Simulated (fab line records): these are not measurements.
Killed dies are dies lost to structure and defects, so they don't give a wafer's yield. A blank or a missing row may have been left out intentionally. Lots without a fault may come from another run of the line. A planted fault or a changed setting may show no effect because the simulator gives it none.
Chamber matching | flow n5-finfet | N5_FIN_SAQP_SPACER1_ALD_24 on ald-sin-04 has 4 sister chambers
The step deposits SiO2, target thk 20.3 nm, pulse time 1 s, purge time 2 s. 4 wafers are shown with their chamber, then 7 later ones without.

== WAFERS, EACH WITH ITS CHAMBER ==
wafer  | chamber | heater-power-w (W)
L084.3 | 1       | 457
L089.5 | 0       | 441
L090.2 | 3       | 446
L090.3 | 2       | 523

== WAFERS WITHOUT THEIR CHAMBER ==
wafer  | heater-power-w (W)
L090.6 | 457
L093.1 | 476
L093.3 | 460
L093.6 | 479
L094.1 | 470
L094.3 | 527
L094.4 | 422

== WHICH CHAMBER EACH ONE RAN IN ==
wafer  | from the rows above               | in truth
L090.6 | can't be placed: 1 or 3 or 0      | 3
L093.1 | can't be placed: 1 or 3 or 0 or 2 | 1
L093.3 | can't be placed: 1 or 3 or 0      | 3
L093.6 | can't be placed: 1 or 3 or 0 or 2 | 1
L094.1 | can't be placed: 1 or 3 or 0      | 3
L094.3 | 2                                 | 2
L094.4 | can't be placed: 0 or 3 or 1      | 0
Correct placement for 1 of the 7. From these rows, 6 cannot be placed; in 6 the true chamber is one of the candidates. Placed wrongly: 0.
How it was worked out, from the rows above alone: a wafer's distance from a chamber is the root of the sum, over the readings, of the square of ((its reading less the chamber's mean) divided by the reading's scatter). If the next closest chamber is less than 2 further off than the closest, the wafer can't be placed; otherwise it belongs to the closest. For every chamber, the mean is computed from those of its wafers that are shown. The scatter (one wafer shown for each chamber): square how far every hidden wafer sits from the nearest shown wafer, average those squares and take the square root.
